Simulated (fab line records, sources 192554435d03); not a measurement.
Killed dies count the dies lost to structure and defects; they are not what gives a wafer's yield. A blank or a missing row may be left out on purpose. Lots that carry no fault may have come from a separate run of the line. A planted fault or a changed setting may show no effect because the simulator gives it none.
fab line records	flow n5Finfet
[record] lots = 24	wafers = 72	lastDay = 18
route steps=1938 shown BEOL_M7@1267 BEOL_M8@1350 BEOL_M9@1401
lots untouched by any fault: they come from a run of this same line in which no faults occurred
startH: the number of hours between the record's first day and the start of the first shown wafer of the lot	waitH: hours elapsed since this lot's preceding step	" repeats the value in the row above	L1.1+2: a single row standing in for several wafers	- no value, or no start given	* or withheld: withheld	< > ~ a bound
route shown NAME@n: NAME is a module with steps in the file, n the number in the route of the first one	usual: the fault-free wafers' mean and standard deviation	same: alike in all rows	chamber/n: place in a boat	sites: the reading at each site	_std_site: their standard deviation	_edge_site: outer sites' mean less inner sites'	radiusMm: for every site, how far away it sits from the centre of the wafer	mask NAME#n: copy n	behind: the tool/chamber that last shaped the wafer	hold: reason for holding the lot/hours on hold/outcome of the hold	device: which transistor (n, p or np) failed to switch	end of line: at the end of the route, the tests of the same wafers	a step without rows: its recipe alone	killed: dies that structure and defects cost at the first sort, which is not the same as the wafer's yield	map: shows each die of a wafer: x if killed, . if not, _ if none is there
set.NAME: setting as actually run; set.NAME@STEP: the setting as run at that earlier step	model.NAME: the simulator's own value behind a step, which no gauge read
a sample of lots followed through the steps of the route, with each step as a table and each wafer as a row
services: a tool's chamber out of use, with start hour (startH, from the record's first day; less than 0 if before it), hours out, and reason
[[steps]]
[step N5_BEOL_M7_HM_DEP_02]
[recipe] material = TiN	targetThkA = 200	tempC = 25	chamberPressurePa = 0.49996
[usual] throttleValvePct = 29.9/1.1
lot.wafer	tool	chamber	startH	waitH	throttleValvePct
L075.3	pvdSputter-02	-	185.37	0.5	27.9
L075.4	"	-	"	"	30.6
L075.6	"	-	"	"	30.5
L074.2	pvdSputter-03	-	200.67	0.0	31.1
L074.5	"	-	"	"	30.7
L074.6	"	-	"	"	31.1
L076.1	pvdSputter-03	-	202.93	0.4	28.2
L076.3	"	-	"	"	30.9
L076.5	"	-	"	"	30.8
L077.1	pvdSputter-03	-	203.21	0.5	30.9
L077.2	"	-	"	"	29.9
L077.3	"	-	"	"	30.9
L078.1	pvdSputter-01	-	214.71	0.4	30.7
L078.5	"	-	"	"	30.9
L078.6	"	-	"	"	32.2
L079.3	pvdSputter-02	-	216.38	0.2	30.0
L079.5	"	-	"	"	27.9
L079.6	"	-	"	"	30.3
L080.3	pvdSputter-03	-	225.96	1.5	30.6
L080.4	"	-	"	"	31.1
L080.6	"	-	"	"	30.7
L081.3	pvdSputter-02	-	229.36	0.4	30.8
L081.4	"	-	"	"	28.0
L081.5	"	-	"	"	29.3
L082.2	pvdSputter-01	-	229.78	0.0	32.8
L082.3	"	-	"	"	29.5
L082.6	"	-	"	"	29.8
L083.2	pvdSputter-03	-	235.53	1.2	28.2
L083.5	"	-	"	"	28.3
L083.6	"	-	"	"	29.8
L084.1	pvdSputter-01	-	249.35	2.1	29.3
L084.3	"	-	"	"	32.6
L084.5	"	-	"	"	29.6
L085.1	pvdSputter-03	-	255.22	2.0	28.4
L085.3	"	-	"	"	30.8
L085.4	"	-	"	"	31.3
L086.2	pvdSputter-02	-	263.92	1.9	29.5
L086.4	"	-	"	"	29.8
L086.5	"	-	"	"	29.1
L087.1	pvdSputter-02	-	285.03	1.0	28.1
L087.4	"	-	"	"	29.5
L087.5	"	-	"	"	28.2
L089.1	pvdSputter-03	-	288.87	0.3	31.0
L089.4	"	-	"	"	28.1
L089.6	"	-	"	"	31.1
L088.2	pvdSputter-02	-	289.11	0.3	29.8
L088.5	"	-	"	"	29.5
L088.6	"	-	"	"	30.1
L090.2	pvdSputter-02	-	294.58	1.5	28.1
L090.4	"	-	"	"	29.4
L090.5	"	-	"	"	29.2
L091.2	pvdSputter-02	-	297.57	1.6	30.5
L091.5	"	-	"	"	29.8
L091.6	"	-	"	"	29.5
L093.1	pvdSputter-02	-	307.53	2.2	30.5
L093.2	"	-	"	"	29.4
L093.6	"	-	"	"	29.4
L094.1	pvdSputter-03	-	311.74	0.1	30.6
L094.4	"	-	"	"	31.0
L094.5	"	-	"	"	31.0
L092.4	pvdSputter-02	-	312.00	0.0	30.1
L092.5	"	-	"	"	29.6
L092.6	"	-	"	"	29.6
L095.1	pvdSputter-02	-	319.66	1.5	30.4
L095.3	"	-	"	"	29.6
L095.4	"	-	"	"	27.9
L096.3	pvdSputter-01	-	328.64	1.7	29.1
L096.4	"	-	"	"	29.4
L096.6	"	-	"	"	29.7
L097.2	pvdSputter-03	-	331.37	1.1	30.6
L097.3	"	-	"	"	29.7
L097.5	"	-	"	"	28.6
[step N5_BEOL_M7_RS_MEAS_57]
[recipe] thkMeasGauge = four-point-probe	reads = Cu_of_BEOL_M7_ECD_50+Co_of_BEOL_M7_CVD_78+TaN_of_BEOL_M7_ALD_77
[usual] M7_RS = 0.289/0.0093
lot.wafer	tool	chamber	startH	waitH	M7_RS[ohm/sq]
L075.3	filmMetro-01	-	192.48	0.1	0.306
L075.4	"	-	"	"	0.300
L075.6	"	-	"	"	0.306
L074.2	filmMetro-02	-	207.39	0.1	0.289
L074.5	"	-	"	"	0.281
L074.6	"	-	"	"	0.291
L077.1	filmMetro-01	-	208.17	0.1	0.280
L077.2	"	-	"	"	0.290
L077.3	"	-	"	"	0.299
L076.1	filmMetro-01	-	208.18	0.1	0.308
L076.3	"	-	"	"	0.287
L076.5	"	-	"	"	0.294
L079.3	filmMetro-02	-	223.03	0.1	0.286
L079.5	"	-	"	"	0.285
L079.6	"	-	"	"	0.289
L078.1	filmMetro-01	-	223.29	0.1	0.300
L078.5	"	-	"	"	0.302
L078.6	"	-	"	"	0.291
L080.3	filmMetro-02	-	230.54	0.1	0.300
L080.4	"	-	"	"	0.298
L080.6	"	-	"	"	0.292
L081.3	filmMetro-02	-	234.01	0.1	0.289
L081.4	"	-	"	"	0.288
L081.5	"	-	"	"	0.296
L082.2	filmMetro-01	-	236.73	0.1	0.298
L082.3	"	-	"	"	0.281
L082.6	"	-	"	"	0.299
L083.2	filmMetro-02	-	241.80	0.1	0.292
L083.5	"	-	"	"	0.280
L083.6	"	-	"	"	0.269
L084.1	filmMetro-01	-	256.99	0.1	0.290
L084.3	"	-	"	"	0.289
L084.5	"	-	"	"	0.281
L085.1	filmMetro-02	-	261.38	0.1	0.298
L085.3	"	-	"	"	0.286
L085.4	"	-	"	"	0.290
L086.2	filmMetro-02	-	270.75	0.1	0.292
L086.4	"	-	"	"	0.293
L086.5	"	-	"	"	0.299
L087.1	filmMetro-01	-	291.24	0.1	0.297
L087.4	"	-	"	"	0.291
L087.5	"	-	"	"	0.296
L089.1	filmMetro-01	-	293.33	0.1	0.282
L089.4	"	-	"	"	0.287
L089.6	"	-	"	"	0.284
L088.2	filmMetro-01	-	295.54	0.1	0.296
L088.5	"	-	"	"	0.302
L088.6	"	-	"	"	0.302
L090.2	filmMetro-01	-	300.52	0.1	0.288
L090.4	"	-	"	"	0.272
L090.5	"	-	"	"	0.280
L091.2	filmMetro-01	-	302.95	0.1	0.286
L091.5	"	-	"	"	0.291
L091.6	"	-	"	"	0.279
L093.1	filmMetro-01	-	312.84	0.1	0.273
L093.2	"	-	"	"	0.282
L093.6	"	-	"	"	0.274
L094.1	filmMetro-01	-	317.33	0.1	0.279
L094.4	"	-	"	"	0.271
L094.5	"	-	"	"	0.284
L092.4	filmMetro-01	-	317.87	0.0	0.281
L092.5	"	-	"	"	0.289
L092.6	"	-	"	"	0.288
L095.1	filmMetro-01	-	326.80	0.1	0.284
L095.3	"	-	"	"	0.275
L095.4	"	-	"	"	0.291
L096.3	filmMetro-02	-	334.10	0.1	0.281
L096.4	"	-	"	"	0.292
L096.6	"	-	"	"	0.302
L097.2	filmMetro-01	-	337.27	0.1	0.275
L097.3	"	-	"	"	0.281
L097.5	"	-	"	"	0.279
[step N5_BEOL_M8_ETCH_62]
[recipe] chemistry = N2/H2	target = SOC	targetDepthA = 1100	overetchA = 220	maskMaterial = SiARC	tempC = 40	timeS = 165	ionEnergyEv = 200	pressureMtorr = 30	sourceW = 840	biasW = 150	n2FlowSccm = 200	h2FlowSccm = 200
[usual] chamberPressureMTorr = 30.000/0.028	drypumpMotorCurrentA = 5.5/0.48	oesProductAu = 0.70/0.062	rfVppV = 523.8/2.7	showerheadPlenumPTorr = 2.54/0.088	throttleValvePct = 17.58/0.27
lot.wafer	tool	chamber	startH	waitH	chamberPressureMTorr	drypumpMotorCurrentA	oesProductAu	rfHoursCounterH	rfVppV	showerheadPlenumPTorr	throttleValvePct
L075.3	rieDiel-02	0	195.92	0.0	30.004	5.7	0.70	72	520.6	2.47	17.35
L075.4	"	1	"	"	29.990	6.0	0.61	219	525.9	2.62	18.00
L075.6	"	1	"	"	30.047	6.0	0.61	-	526.3	2.62	17.98
L074.2	rieDiel-05	1	209.98	0.0	30.028	4.9	0.76	28	523.4	2.49	17.13
L074.5	"	0	"	"	30.033	5.3	0.67	-	521.3	2.46	17.65
L074.6	"	2	"	"	29.985	5.6	0.67	-	524.7	2.55	17.71
L076.1	rieDiel-05	0	211.03	0.0	29.950	5.3	0.67	118	520.3	2.46	17.66
L076.3	"	1	"	"	29.988	4.8	0.76	29	522.9	2.48	17.14
L076.5	"	1	"	"	30.006	4.9	0.76	-	522.1	2.49	17.13
L077.1	rieDiel-02	3	211.21	0.0	29.959	5.8	0.68	121	523.8	2.56	17.69
L077.2	"	1	"	"	29.968	6.0	0.60	227	525.1	2.62	17.99
L077.3	"	0	"	"	29.989	5.7	0.69	80	521.4	2.46	17.37
L079.3	rieDiel-05	0	226.10	0.0	29.971	5.2	0.67	125	522.0	2.45	17.66
L079.5	"	0	"	"	29.997	5.2	0.66	-	521.0	2.45	17.66
L079.6	"	3	"	"	30.015	5.4	0.81	-	523.4	2.51	17.45
L078.1	rieDiel-06	3	226.59	0.0	30.005	6.6	0.60	225	525.6	2.60	17.94
L078.5	"	0	"	"	30.047	5.0	0.74	-	526.0	2.70	17.46
L078.6	"	3	"	"	30.057	6.7	0.60	-	525.9	2.60	17.95
L080.3	rieDiel-05	2	232.65	0.0	30.018	5.6	0.65	133	522.6	2.55	17.72
L080.4	"	1	"	"	30.057	4.8	0.75	39	523.2	2.48	17.16
L080.6	"	1	"	"	29.976	4.8	0.74	-	523.9	2.48	17.14
L081.3	rieDiel-05	0	236.70	0.0	29.995	5.2	0.66	129	521.1	2.45	17.68
L081.4	"	2	"	"	29.985	5.6	0.66	135	522.7	2.55	17.73
L081.5	"	1	"	"	29.971	4.9	0.75	-	521.2	2.48	17.16
L082.2	rieDiel-05	0	239.08	0.0	29.993	5.2	0.66	130	521.8	2.45	17.68
L082.3	"	2	"	"	29.973	5.6	0.66	136	522.9	2.55	17.73
L082.6	"	2	"	"	29.970	5.6	0.65	-	523.5	2.55	17.71
L083.2	rieDiel-06	1	243.88	0.0	29.998	5.1	0.80	1	522.5	2.49	17.37
L083.5	"	2	"	"	29.983	6.5	0.59	-	519.3	2.39	18.35
L083.6	"	1	"	"	29.993	5.1	0.81	-	522.7	2.50	17.37
L084.1	rieDiel-02	1	259.40	0.0	29.968	6.0	0.59	247	525.7	2.61	18.03
L084.3	"	2	"	"	30.010	5.3	0.72	67	526.5	2.68	17.29
L084.5	"	2	"	"	30.006	5.3	0.72	-	526.8	2.68	17.30
L085.1	rieDiel-02	2	264.68	0.0	30.050	5.3	0.72	69	526.6	2.68	17.28
L085.3	"	0	"	"	29.996	5.7	0.68	103	521.9	2.45	17.40
L085.4	"	1	"	"	30.018	6.0	0.59	249	525.8	2.61	18.05
L086.2	rieDiel-02	3	273.93	0.0	30.006	5.8	0.65	147	523.4	2.55	17.73
L086.4	"	2	"	"	29.996	5.3	0.72	-	527.6	2.68	17.30
L086.5	"	0	"	"	29.969	5.7	0.66	-	521.5	2.45	17.41
L087.1	rieDiel-05	2	292.87	0.0	29.983	5.6	0.64	154	523.4	2.54	17.77
L087.4	"	0	"	"	30.010	5.3	0.64	151	521.7	2.44	17.70
L087.5	"	3	"	"	30.006	5.4	0.76	-	521.5	2.50	17.50
L089.1	rieDiel-02	1	295.26	0.0	29.988	6.0	0.81	2	525.1	2.61	17.66
L089.4	"	3	"	"	30.055	5.8	0.64	156	524.5	2.54	17.75
L089.6	"	0	"	"	30.004	5.7	0.66	-	520.6	2.45	17.44
L088.2	rieDiel-06	1	298.50	0.0	30.038	5.1	0.74	23	522.8	2.49	17.39
L088.5	"	3	"	"	29.980	6.6	0.59	-	526.0	2.59	17.98
L088.6	"	0	"	"	29.978	5.0	0.71	-	528.7	2.68	17.49
L090.2	rieDiel-06	0	303.42	0.0	30.006	5.0	0.70	95	527.9	2.68	17.51
L090.4	"	2	"	"	29.997	6.5	0.83	-	529.7	2.71	17.94
L090.5	"	1	"	"	29.938	5.1	0.74	-	521.8	2.49	17.41
L091.2	rieDiel-06	2	307.73	0.0	30.015	6.5	0.82	3	529.1	2.71	17.96
L091.5	"	0	"	"	29.967	5.0	0.70	-	527.2	2.68	17.51
L091.6	"	2	"	"	30.026	6.4	0.82	-	528.3	2.71	17.96
L093.1	rieDiel-02	1	316.27	0.0	29.995	6.0	0.78	8	527.0	2.60	17.68
L093.2	"	0	"	"	30.006	5.7	0.66	122	521.0	2.45	17.44
L093.6	"	0	"	"	30.020	5.7	0.66	-	522.5	2.45	17.44
L094.1	rieDiel-02	0	320.29	0.0	29.989	5.7	0.65	123	521.8	2.45	17.44
L094.4	"	1	"	"	30.033	6.0	0.78	10	526.8	2.60	17.69
L094.5	"	1	"	"	30.058	6.0	0.78	-	526.3	2.60	17.69
L092.4	rieDiel-02	0	320.66	0.0	29.979	5.7	0.65	123	519.8	2.45	17.43
L092.5	"	1	"	"	29.994	6.0	0.78	-	524.5	2.60	17.68
L092.6	"	0	"	"	30.010	5.7	0.65	-	521.5	2.45	17.43
L095.1	rieDiel-06	3	329.52	0.0	30.018	6.6	0.82	5	525.6	2.58	17.54
L095.3	"	2	"	"	30.008	6.4	0.79	12	528.3	2.70	17.99
L095.4	"	0	"	"	29.965	5.0	0.70	105	527.7	2.68	17.51
L096.3	rieDiel-05	0	337.03	0.1	29.989	5.3	0.64	-	519.2	2.44	17.74
L096.4	"	1	"	"	29.978	4.9	0.70	-	521.5	2.47	17.21
L096.6	"	1	"	"	29.978	4.9	0.70	-	521.1	2.47	17.22
L097.2	rieDiel-02	2	338.81	0.0	30.044	5.3	0.69	98	528.1	2.67	17.34
L097.3	"	0	"	"	30.005	5.7	0.65	129	522.3	2.44	17.44
L097.5	"	0	"	"	30.004	5.7	0.66	-	521.3	2.44	17.45
[step N5_BEOL_M8_CURE_75]
[recipe] tempC = 370	timeS = 120	ambient = DMADMS/He	material = SiCOH_lowk
[usual] lampPowerPct = 52.31/0.051	wafer_temp_C_max = 371.4/0.64
lot.wafer	tool	chamber	startH	waitH	lampPowerPct	wafer_temp_C_max
L075.3	uvCure-02	2	198.36	0.1	52.35	370.8
L075.4	"	2	"	"	52.28	371.1
L075.6	"	2	"	"	52.35	371.2
L077.1	uvCure-02	0	213.83	0.0	52.33	371.1
L077.2	"	0	"	"	52.33	370.7
L077.3	"	0	"	"	52.26	371.1
L074.2	uvCure-01	0	214.89	0.1	52.39	371.5
L074.5	"	0	"	"	52.32	371.5
L074.6	"	0	"	"	52.27	371.6
L076.1	uvCure-03	0	215.15	0.0	52.24	372.1
L076.3	"	0	"	"	52.38	371.7
L076.5	"	0	"	"	52.31	371.8
L079.3	uvCure-03	1	228.01	0.1	52.31	372.2
L079.5	"	1	"	"	52.36	371.1
L079.6	"	1	"	"	52.34	372.0
L078.1	uvCure-02	1	228.61	0.3	52.35	370.8
L078.5	"	1	"	"	52.34	371.1
L078.6	"	1	"	"	52.39	371.0
L080.3	uvCure-02	2	234.31	0.2	52.27	370.6
L080.4	"	2	"	"	52.34	370.9
L080.6	"	2	"	"	52.23	370.6
L081.3	uvCure-03	2	239.59	0.1	52.29	371.9
L081.4	"	2	"	"	52.35	372.7
L081.5	"	2	"	"	52.26	371.9
L082.2	uvCure-03	1	241.22	0.1	52.26	371.3
L082.3	"	1	"	"	52.18	371.8
L082.6	"	1	"	"	52.29	371.3
L083.2	uvCure-03	2	245.57	0.1	52.31	372.0
L083.5	"	2	"	"	52.32	372.4
L083.6	"	2	"	"	52.30	371.9
L084.1	uvCure-02	2	261.01	0.0	52.32	371.3
L084.3	"	2	"	"	52.38	370.7
L084.5	"	2	"	"	52.28	370.6
L085.1	uvCure-02	1	267.81	0.0	52.24	370.7
L085.3	"	1	"	"	52.32	371.1
L085.4	"	1	"	"	52.33	370.8
L086.2	uvCure-03	1	275.70	0.1	52.37	371.3
L086.4	"	1	"	"	52.29	372.6
L086.5	"	1	"	"	52.33	371.3
L087.1	uvCure-01	2	294.48	0.0	52.34	372.9
L087.4	"	2	"	"	52.28	371.9
L087.5	"	2	"	"	52.30	373.3
L089.1	uvCure-02	2	297.61	0.0	52.31	371.4
L089.4	"	2	"	"	52.40	371.3
L089.6	"	2	"	"	52.36	371.3
L088.2	uvCure-02	1	300.18	0.1	52.38	371.4
L088.5	"	1	"	"	52.27	371.0
L088.6	"	1	"	"	52.29	370.5
L090.2	uvCure-02	1	307.68	0.3	52.34	371.7
L090.4	"	1	"	"	52.28	371.4
L090.5	"	1	"	"	52.22	371.2
L091.2	uvCure-02	0	309.45	0.1	52.26	370.7
L091.5	"	0	"	"	52.28	371.2
L091.6	"	0	"	"	52.38	371.4
L093.1	uvCure-01	1	319.68	0.0	52.24	370.8
L093.2	"	1	"	"	52.30	370.5
L093.6	"	1	"	"	52.36	371.3
L094.1	uvCure-03	2	323.58	0.1	52.34	372.0
L094.4	"	2	"	"	52.38	372.1
L094.5	"	2	"	"	52.33	372.2
L092.4	uvCure-01	0	324.11	0.2	52.32	373.1
L092.5	"	0	"	"	52.30	371.5
L092.6	"	0	"	"	52.32	372.5
L095.1	uvCure-01	1	331.18	0.0	52.31	371.0
L095.3	"	1	"	"	52.31	370.8
L095.4	"	1	"	"	52.24	371.1
L096.3	uvCure-02	2	338.87	0.1	52.32	371.0
L096.4	"	2	"	"	52.23	371.0
L096.6	"	2	"	"	52.36	370.7
L097.2	uvCure-01	2	342.44	0.4	52.26	372.8
L097.3	"	2	"	"	52.20	372.2
L097.5	"	2	"	"	52.26	372.2
[step N5_BEOL_M8_SURFACE_TREAT_79]
[recipe] gas = Ar	timeS = *	ionEnergyEv = *	ionCurrentMaCm2 = 0.5	pressureMtorr = *	arFlowSccm = 30
[usual] throttleValvePct = *
lot.wafer	tool	chamber	startH	waitH	throttleValvePct
L075.3	pvdSputter-03	-	199.07	0.2	*
L075.4	"	-	"	"	*
L075.6	"	-	"	"	*
L077.1	pvdSputter-03	-	215.01	0.2	*
L077.2	"	-	"	"	*
L077.3	"	-	"	"	*
L074.2	pvdSputter-03	-	215.77	0.2	*
L074.5	"	-	"	"	*
L074.6	"	-	"	"	*
L076.1	pvdSputter-03	-	216.33	0.2	*
L076.3	"	-	"	"	*
L076.5	"	-	"	"	*
L079.3	pvdSputter-03	-	229.10	0.2	*
L079.5	"	-	"	"	*
L079.6	"	-	"	"	*
L078.1	pvdSputter-03	-	229.47	0.2	*
L078.5	"	-	"	"	*
L078.6	"	-	"	"	*
L080.3	pvdSputter-01	-	235.85	0.2	*
L080.4	"	-	"	"	*
L080.6	"	-	"	"	*
L081.3	pvdSputter-03	-	241.27	0.2	*
L081.4	"	-	"	"	*
L081.5	"	-	"	"	*
L082.2	pvdSputter-01	-	242.09	0.2	*
L082.3	"	-	"	"	*
L082.6	"	-	"	"	*
L083.2	pvdSputter-02	-	246.76	0.2	*
L083.5	"	-	"	"	*
L083.6	"	-	"	"	*
L084.1	pvdSputter-02	-	261.84	0.2	*
L084.3	"	-	"	"	*
L084.5	"	-	"	"	*
L085.1	pvdSputter-02	-	269.12	0.2	*
L085.3	"	-	"	"	*
L085.4	"	-	"	"	*
L086.2	pvdSputter-02	-	277.60	0.3	*
L086.4	"	-	"	"	*
L086.5	"	-	"	"	*
L087.1	pvdSputter-02	-	295.20	0.2	*
L087.4	"	-	"	"	*
L087.5	"	-	"	"	*
L089.1	pvdSputter-02	-	298.99	0.2	*
L089.4	"	-	"	"	*
L089.6	"	-	"	"	*
L088.2	pvdSputter-02	-	300.97	0.3	*
L088.5	"	-	"	"	*
L088.6	"	-	"	"	*
L090.2	pvdSputter-03	-	308.48	0.2	*
L090.4	"	-	"	"	*
L090.5	"	-	"	"	*
L091.2	pvdSputter-01	-	311.40	0.2	*
L091.5	"	-	"	"	*
L091.6	"	-	"	"	*
L093.1	pvdSputter-02	-	320.52	0.2	*
L093.2	"	-	"	"	*
L093.6	"	-	"	"	*
L094.1	pvdSputter-01	-	324.56	0.4	*
L094.4	"	-	"	"	*
L094.5	"	-	"	"	*
L092.4	pvdSputter-02	-	325.95	0.2	*
L092.5	"	-	"	"	*
L092.6	"	-	"	"	*
L095.1	pvdSputter-03	-	332.37	0.2	*
L095.3	"	-	"	"	*
L095.4	"	-	"	"	*
L096.3	pvdSputter-01	-	339.99	0.2	*
L096.4	"	-	"	"	*
L096.6	"	-	"	"	*
L097.2	pvdSputter-01	-	343.23	0.2	*
L097.3	"	-	"	"	*
L097.5	"	-	"	"	*
[step N5_BEOL_M9_ILD_DEP_00]
[recipe] material = SiCOH_lowk	targetThkA = 3085.1	tempC = 300	precursor = DEMS/porogen	pressureTorr = 5	rfW = 500	timeS = 58
[usual] heaterPowerW = 298/30	showerheadPlenumPTorr = 5.739/0.021	throttleValvePct = 13.9/0.4
lot.wafer	tool	chamber	startH	waitH	heaterPowerW	showerheadPlenumPTorr	throttleValvePct
L075.3	pecvd-04	2	200.80	0.0	243	5.770	14.2
L075.4	"	2	"	"	251	5.783	13.8
L075.6	"	0	"	"	295	5.709	13.4
L077.1	pecvd-04	0	216.32	0.0	279	5.704	13.2
L077.2	"	1	"	"	313	5.711	14.2
L077.3	"	2	"	"	298	5.752	14.0
L074.2	pecvd-01	1	217.06	0.0	337	5.740	14.1
L074.5	"	0	"	"	337	5.740	13.9
L074.6	"	1	"	"	342	5.748	14.1
L076.1	pecvd-01	0	217.55	0.0	290	5.715	13.7
L076.3	"	1	"	"	276	5.723	14.4
L076.5	"	1	"	"	298	5.739	14.3
L079.3	pecvd-03	2	230.35	0.0	298	5.767	13.6
L079.5	"	0	"	"	244	5.757	13.6
L079.6	"	1	"	"	321	5.734	14.0
L078.1	pecvd-04	0	230.77	0.0	263	5.716	13.5
L078.5	"	2	"	"	274	5.752	13.9
L078.6	"	1	"	"	317	5.718	14.5
L080.3	pecvd-01	1	237.34	0.0	343	5.733	14.4
L080.4	"	1	"	"	364	5.729	14.5
L080.6	"	2	"	"	312	5.752	13.7
L081.3	pecvd-04	2	242.46	0.0	262	5.760	14.2
L081.4	"	2	"	"	272	5.754	14.3
L081.5	"	0	"	"	270	5.707	13.2
L082.2	pecvd-04	2	243.51	0.0	238	5.750	14.3
L082.3	"	0	"	"	306	5.711	13.4
L082.6	"	2	"	"	248	5.751	14.1
L083.2	pecvd-03	0	248.04	0.0	265	5.779	13.3
L083.5	"	0	"	"	272	5.771	13.4
L083.6	"	2	"	"	322	5.765	13.7
L084.1	pecvd-03	1	263.81	0.0	323	5.726	14.2
L084.3	"	2	"	"	302	5.749	13.5
L084.5	"	2	"	"	301	5.758	13.9
L085.1	pecvd-04	0	270.55	0.0	248	5.702	13.3
L085.3	"	1	"	"	310	5.721	14.1
L085.4	"	0	"	"	269	5.719	13.5
L086.2	pecvd-04	2	278.99	0.0	276	5.749	14.2
L086.4	"	2	"	"	286	5.770	14.3
L086.5	"	1	"	"	292	5.730	14.5
L087.1	pecvd-03	1	296.45	0.0	317	5.732	14.6
L087.4	"	2	"	"	309	5.759	13.8
L087.5	"	0	"	"	276	5.807	13.5
L089.1	pecvd-04	0	300.40	0.0	251	5.700	13.4
L089.4	"	1	"	"	305	5.727	14.3
L089.6	"	0	"	"	268	5.699	13.2
L088.2	pecvd-04	2	302.53	0.0	242	5.775	14.3
L088.5	"	1	"	"	314	5.729	14.2
L088.6	"	0	"	"	266	5.720	13.6
L090.2	pecvd-01	0	310.48	0.0	328	5.720	13.7
L090.4	"	0	"	"	338	5.717	13.9
L090.5	"	2	"	"	322	5.730	13.3
L091.2	pecvd-01	1	312.62	0.0	319	5.742	14.6
L091.5	"	2	"	"	268	5.760	13.5
L091.6	"	0	"	"	339	5.728	13.8
L093.1	pecvd-01	2	322.07	0.0	294	5.755	13.4
L093.2	"	1	"	"	305	5.737	14.4
L093.6	"	2	"	"	308	5.766	13.6
L094.1	pecvd-03	2	326.59	0.0	299	5.749	13.5
L094.4	"	1	"	"	329	5.747	14.5
L094.5	"	2	"	"	319	5.748	13.8
L092.4	pecvd-01	0	327.22	0.1	345	5.736	13.9
L092.5	"	2	"	"	302	5.741	13.4
L092.6	"	1	"	"	329	5.734	14.4
L095.1	pecvd-04	0	333.61	0.0	293	5.714	13.5
L095.3	"	2	"	"	242	5.752	14.5
L095.4	"	1	"	"	286	5.713	14.0
L096.3	pecvd-04	2	342.36	0.0	307	5.763	14.4
L096.4	"	2	"	"	239	5.751	14.3
L096.6	"	1	"	"	266	5.720	14.2
L097.2	pecvd-01	2	346.10	0.0	345	5.744	13.8
L097.3	"	0	"	"	327	5.734	13.9
L097.5	"	0	"	"	337	5.723	13.9
[[services]]
tool	chamber	startH	hours	kind
uvCure-01	-	163.08	2.2	repair
uvCure-03	-	167.19	22.2	pm
rieDiel-06	2	168.37	33.9	repair
uvCure-02	-	181.37	2.1	pm
uvCure-02	-	188.13	2.8	pm
rieDiel-06	-	195.13	28.1	pm
pecvd-01	-	241.79	14.6	pm
uvCure-03	-	246.60	2.1	pm
rieDiel-05	-	250.18	0.4	repair
pecvd-04	-	254.23	6.0	pm
uvCure-03	-	255.96	7.5	pm
uvCure-02	-	270.70	6.3	repair
pecvd-01	1	279.98	6.5	repair
pecvd-01	0	287.45	3.9	repair
pvdSputter-03	-	309.90	0.8	repair
uvCure-02	-	310.48	1.0	pm
pecvd-04	-	315.53	0.6	repair
rieDiel-05	2	325.98	13.5	repair
rieDiel-05	-	330.64	3.9	repair
uvCure-03	-	330.67	7.5	pm
pvdSputter-01	-	335.20	1.6	repair
rieDiel-05	3	336.29	3.1	repair
uvCure-02	-	339.23	7.5	pm
pecvd-01	1	343.01	16.8	repair
[[key]]
fault none
